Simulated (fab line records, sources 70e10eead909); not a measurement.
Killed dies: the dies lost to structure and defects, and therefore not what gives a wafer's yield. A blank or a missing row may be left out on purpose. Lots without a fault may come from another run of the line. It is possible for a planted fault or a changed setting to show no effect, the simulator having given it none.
Matching of chambers || flow nand-harc || NHARC_A_CONTACT_ETCH_90 on rie-diel-01: 4 sister chambers
The step etches the open film in CH3F/O2, target depth 40 nm, time 85.7 s. 4 wafers are shown with their chamber, then 7 later ones without.

## EACH WAFER AND ITS CHAMBER
{"wafer": "L076.3", "chamber": 3, "showerhead-plenum-p-Torr (Torr)": 2.49}
{"wafer": "L079.6", "chamber": 1, "showerhead-plenum-p-Torr (Torr)": 2.60}
{"wafer": "L084.2", "chamber": 0, "showerhead-plenum-p-Torr (Torr)": 2.48}
{"wafer": "L084.3", "chamber": 2, "showerhead-plenum-p-Torr (Torr)": 2.45}

## WAFERS WHOSE CHAMBER IS MISSING
{"wafer": "L084.5", "showerhead-plenum-p-Torr (Torr)": 2.59}
{"wafer": "L086.1", "showerhead-plenum-p-Torr (Torr)": 2.59}
{"wafer": "L086.2", "showerhead-plenum-p-Torr (Torr)": 2.48}
{"wafer": "L086.3", "showerhead-plenum-p-Torr (Torr)": 2.48}
{"wafer": "L089.3", "showerhead-plenum-p-Torr (Torr)": 2.47}
{"wafer": "L089.5", "showerhead-plenum-p-Torr (Torr)": 2.47}
{"wafer": "L089.6", "showerhead-plenum-p-Torr (Torr)": 2.58}

## EACH ONE'S CHAMBER
{"wafer": "L084.5", "from the rows above": 1, "in truth": 1}
{"wafer": "L086.1", "from the rows above": 1, "in truth": 1}
{"wafer": "L086.2", "from the rows above": "can't be placed: 0 or 3", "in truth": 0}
{"wafer": "L086.3", "from the rows above": "can't be placed: 0 or 3", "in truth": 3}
{"wafer": "L089.3", "from the rows above": "can't be placed: 0 or 2 or 3", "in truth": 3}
{"wafer": "L089.5", "from the rows above": "can't be placed: 0 or 2 or 3", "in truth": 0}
{"wafer": "L089.6", "from the rows above": 1, "in truth": 1}
Correctly placed: 3 of 7. From these rows, 4 cannot be placed; in 4 the true chamber is one of the candidates. 0 placed wrongly.
How it was worked out, from the rows above alone: a wafer's distance from a chamber is the root of the sum, over the readings, of the square of ((its reading less the chamber's mean) divided by the reading's scatter). The wafer belongs to the nearest chamber; if the next one is less than 2 further off, it can't be placed. Each chamber's mean is taken over the wafers shown for it. The scatter: with one shown wafer a chamber, the root of the mean of the squares of how far each hidden wafer lies from its nearest shown one.
